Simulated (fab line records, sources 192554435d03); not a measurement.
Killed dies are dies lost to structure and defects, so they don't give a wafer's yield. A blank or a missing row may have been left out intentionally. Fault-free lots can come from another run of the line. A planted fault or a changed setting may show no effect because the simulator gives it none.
Which tool was responsible? | flow n5 finfet | 9 lots with 27 wafers sampled at 7 steps, on a route of 1938 steps

## WHAT THE GAUGES READ, wafer by wafer
N5_BEOL_M4_THK_MEAS_53: measures by xrf.
lot  | measured     | on            | M4_THK (nm)
L128 | day 9 01:03  | film metro-02 | 39.6 39.0 39.9
L130 | day 9 18:29  | film metro-02 | 40.7 40.3 39.2
L131 | day 9 20:25  | film metro-01 | 41.1 38.9 40.4
L135 | day 10 02:23 | film metro-01 | 40.1 38.2 39.3
L134 | day 10 17:34 | film metro-01 | 39.8 38.3 41.0
L137 | day 11 03:32 | film metro-02 | 155.7 146.0 40.8
L139 | day 11 19:58 | film metro-02 | 144.6 141.0 39.1
L143 | day 12 13:37 | film metro-02 | 39.5 40.0 42.9
L147 | day 13 12:50 | film metro-01 | 41.2 40.0 42.5

N5_BEOL_M4_INSPECT_59: inspects for defects (darkfield).
lot  | measured     | on                | raw defect count
L128 | day 9 01:21  | defect inspect-01 | 88 52 110
L130 | day 9 18:48  | defect inspect-02 | 49 86 58
L131 | day 9 20:47  | defect inspect-02 | 95 70 112
L135 | day 10 02:43 | defect inspect-02 | 90 86 87
L134 | day 10 17:51 | defect inspect-02 | 120 76 101
L137 | day 11 03:49 | defect inspect-02 | 4957 5059 91
L139 | day 11 20:15 | defect inspect-02 | 5012 4865 58
L143 | day 12 13:55 | defect inspect-02 | 242 131 73
L147 | day 13 13:07 | defect inspect-02 | 87 58 86

N5_BEOL_M4_RC_MEAS_101.
lot  | measured     | on        | DIBL_N (mV/V)  | DIBL_P (mV/V)  | IOFF_N (nA/um)    | IOFF_P (nA/um)    | ION_N (uA/um) | ION_P (uA/um) | SS_N (mV/dec)  | SS_P (mV/dec)  | VT_N (mV)         | VT_P (mV)
L128 | day 9 01:41  | prober-02 | 34.9 33.5 35.1 | 35.5 33.6 36.0 | 0.155 0.128 0.159 | 0.228 0.191 0.224 | 680 667 687   | 471 466 471   | 71.6 71.3 72.0 | 73.5 72.9 73.1 | 249.3 252.2 249.7 | -249 -252 -247
L130 | day 9 18:49  | prober-02 | 38.8 35.9 37.8 | 39.8 36.3 38.6 | 0.211 0.160 0.187 | 0.253 0.196 0.226 | 694 677 679   | 465 457 460   | 72.7 71.2 70.8 | 74.1 73.5 74.0 | 248.9 250.0 249.7 | -249 -253 -253
L131 | day 9 20:58  | prober-01 | 36.2 35.4 36.4 | 36.6 34.5 37.0 | 0.161 0.140 0.168 | 0.244 0.202 0.238 | 670 670 679   | 472 462 470   | 71.7 71.5 71.6 | 74.0 72.5 73.5 | 248.0 250.6 248.6 | -245 -246 -246
L135 | day 10 02:55 | prober-02 | 38.4 37.3 37.9 | 37.1 36.7 36.9 | 0.194 0.182 0.184 | 0.234 0.243 0.232 | 675 687 680   | 462 467 469   | 71.9 71.9 71.9 | 73.4 74.1 73.7 | 245.2 248.5 245.5 | -250 -250 -251
L134 | day 10 18:02 | prober-02 | 36.5 36.8 37.5 | 33.8 35.0 35.5 | 0.151 0.151 0.163 | 0.192 0.203 0.220 | 676 678 677   | 461 468 466   | 71.2 71.1 71.2 | 72.1 73.8 73.2 | 250.4 249.4 249.3 | -251 -251 -248
L137 | day 11 04:28 | prober-01 | 36.0           | 35.4           | 0.140             | 0.210             | 675           | 468           | 71.0           | 72.9           | 249.9             | -249
L139 | day 11 20:53 | prober-02 | 36.4           | 36.4           | 0.155             | 0.219             | 678           | 469           | 70.4           | 73.7           | 251.5             | -249
L143 | day 12 14:25 | prober-01 | 36.7 36.8 35.0 | 38.8 39.0 36.9 | 0.167 0.173 0.146 | 0.226 0.231 0.194 | 666 669 672   | 463 459 460   | 72.0 71.6 71.7 | 74.2 73.8 73.3 | 249.4 250.7 250.6 | -253 -250 -252
L147 | day 13 13:08 | prober-01 | 35.8 34.8 37.9 | 38.6 37.1 40.1 | 0.164 0.143 0.199 | 0.217 0.193 0.236 | 677 677 686   | 454 461 458   | 71.6 70.9 73.0 | 73.5 73.4 74.4 | 248.1 252.1 248.2 | -249 -250 -249

## EACH LOT AND THE TOOL THAT RAN IT (in order: tool; ch and the chambers of the sampled wafers; start)
lot  | N5_BEOL_M4_SPUTTER_81        | N5_BEOL_M4_SPUTTER_92        | N5_BEOL_M4_ANNEAL_51             | N5_BEOL_M4_CMP_52
L128 | pvd sputter-01, day 8 22:53  | pvd sputter-01, day 8 23:46  | rtp anneal-02 ch 0, day 9 00:33  | cmp-04 ch 0,3, day 9 00:46
L130 | pvd sputter-02, day 9 16:22  | pvd sputter-02, day 9 17:15  | rtp anneal-02 ch 0, day 9 17:53  | cmp-02 ch 1,2, day 9 18:11
L131 | pvd sputter-01, day 9 18:18  | pvd sputter-01, day 9 19:11  | rtp anneal-01 ch 0, day 9 19:52  | cmp-02 ch 2,3, day 9 20:07
L135 | pvd sputter-03, day 10 00:17 | pvd sputter-03, day 10 01:10 | rtp anneal-01 ch 0, day 10 01:48 | cmp-02 ch 0,1,3, day 10 02:08
L134 | pvd sputter-02, day 10 15:27 | pvd sputter-02, day 10 16:20 | rtp anneal-01 ch 0, day 10 17:01 | cmp-04 ch 0,1,2, day 10 17:20
L137 | pvd sputter-02, day 11 01:24 | pvd sputter-02, day 11 02:17 | rtp anneal-02 ch 0, day 11 03:01 | cmp-02 ch 1,2,3, day 11 03:16
L139 | pvd sputter-01, day 11 17:44 | pvd sputter-01, day 11 18:37 | rtp anneal-01 ch 0, day 11 19:25 | cmp-02 ch 0,2,3, day 11 19:44
L143 | pvd sputter-01, day 12 11:30 | pvd sputter-01, day 12 12:23 | rtp anneal-02 ch 0, day 12 13:09 | cmp-04 ch 0,1,3, day 12 13:25
L147 | pvd sputter-01, day 13 10:43 | pvd sputter-01, day 13 11:36 | rtp anneal-01 ch 0, day 13 12:14 | cmp-03 ch 0,1,3, day 13 12:32
- N5_BEOL_M4_SPUTTER_81: material Cu, target thk 4.5 nm, time 8.29 s.
- N5_BEOL_M4_SPUTTER_92: material Cu, target thk 4.5 nm, time 8.29 s.
- N5_BEOL_M4_ANNEAL_51: time 90 s.
- N5_BEOL_M4_CMP_52: polishes, stops on SiOC, t overpolish 6.8 s, target thk 40 nm.

## AS READ BY THE TOOLS THEMSELVES (means over the sampled wafers that have a number; for cases with no such wafer, the mark the record gives instead)
N5_BEOL_M4_SPUTTER_81.
lot  | tool           | chuck gas flow sccm (sccm) | throttle valve pct (%)
L128 | pvd sputter-01 | 1.25                       | 29.8
L130 | pvd sputter-02 | 1.28                       | 29.7
L131 | pvd sputter-01 | 1.22                       | 29.8
L135 | pvd sputter-03 | 1.25                       | 30.3
L134 | pvd sputter-02 | 1.24                       | 28.9
L137 | pvd sputter-02 | 1.21                       | 29.8
L139 | pvd sputter-01 | 1.25                       | 30.2
L143 | pvd sputter-01 | 1.24                       | 30.0
L147 | pvd sputter-01 | 1.24                       | 29.8

N5_BEOL_M4_SPUTTER_92.
lot  | tool           | chuck gas flow sccm (sccm) | throttle valve pct (%)
L128 | pvd sputter-01 | 1.26                       | 29.7
L130 | pvd sputter-02 | 1.30                       | 29.8
L131 | pvd sputter-01 | 1.25                       | 29.9
L135 | pvd sputter-03 | 1.31                       | 30.2
L134 | pvd sputter-02 | 1.20                       | 29.0
L137 | pvd sputter-02 | 1.22                       | 29.8
L139 | pvd sputter-01 | 1.23                       | 30.3
L143 | pvd sputter-01 | 1.33                       | 29.9
L147 | pvd sputter-01 | 1.30                       | 29.9

N5_BEOL_M4_ANNEAL_51.
lot  | tool          | wafer_temp_C_max
L128 | rtp anneal-02 | 225.51
L130 | rtp anneal-02 | 225.90
L131 | rtp anneal-01 | 225.59
L135 | rtp anneal-01 | 225.48
L134 | rtp anneal-01 | 225.57
L137 | rtp anneal-02 | 226.01
L139 | rtp anneal-01 | 225.50
L143 | rtp anneal-02 | 225.78
L147 | rtp anneal-01 | 225.50

N5_BEOL_M4_CMP_52.
lot  | tool   | barrier field endpoint s (s) | motor current A (A) | overpolish run s (s) | time to endpoint s (s)
L128 | cmp-04 | 24.8                         | 6.1                 | 6.791                | 62.7
L130 | cmp-02 | 24.4                         | 6.7                 | 6.802                | 62.3
L131 | cmp-02 | 24.1                         | 6.4                 | 6.799                | 60.9
L135 | cmp-02 | 24.4                         | 6.0                 | 6.813                | 61.1
L134 | cmp-04 | 23.9                         | 6.5                 | 6.800                | 61.9
L137 | cmp-02 | 35.7                         | 6.3                 | 2.300                | 74.1
L139 | cmp-02 | 35.6                         | 6.1                 | 2.298                | 73.1
L143 | cmp-04 | 25.0                         | 6.2                 | 6.794                | 61.1
L147 | cmp-03 | 25.0                         | 6.1                 | 6.801                | 68.0

## THE ANSWER, worked out from the rows above alone
Rule: what is usual is taken from the lots themselves. Put in order of their means at a reading, lots are off if they are a third of the lots or fewer, leave a main group of 4 or more, and stand apart from it by a gap of 3 or more times the standard deviation of the main group's means; of several such gaps the widest counts. Not used: any main group whose means are identical at the precision the tables above print for the reading. A lot without any number at a reading at which 4 lots or more have one is off too. The other lots that the step has rows for count as sound. After the gauges, taken in route order, come the tools' own readings; for these a lot's mean is taken, as printed above. The first step at which some lot is off is used, and at that step the reading that is off furthest; a lot without a number counts as furthest.
Off: L137, L139, at N5_BEOL_M4_THK_MEAS_53 (M4_THK). The main group has a mean of 40.1 nm with a standard deviation of 0.67.
If a tool, at a process step before that reading, ran all the lots that are off and no sound lot after the first of them, it fits. The gauges at N5_BEOL_M4_THK_MEAS_53 aren't tried: what is off there is off at N5_BEOL_M4_INSPECT_59 too, on other tools, and a gauge's error can't cause that. One candidate fits, namely cmp-02 at N5_BEOL_M4_CMP_52. A fault onset in the window from L135 (day 10 02:08, its last sound lot) to L137 (day 11 03:16, its first lot off) fits.
The tool's own readings at N5_BEOL_M4_CMP_52 bear it out: on the lots that are off they differ by more than 5 times the standard deviation of the sound lots' means. barrier field endpoint s reads 35.7 s there against 24.5 s on the sound lots; overpolish run s reads 2.299 s there against 6.800 s on the sound lots.

## WHAT HAD BEEN PUT IN BY THE SIMULATOR
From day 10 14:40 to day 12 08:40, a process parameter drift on cmp-02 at N5_BEOL_M4_CMP_52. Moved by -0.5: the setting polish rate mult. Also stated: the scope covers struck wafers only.
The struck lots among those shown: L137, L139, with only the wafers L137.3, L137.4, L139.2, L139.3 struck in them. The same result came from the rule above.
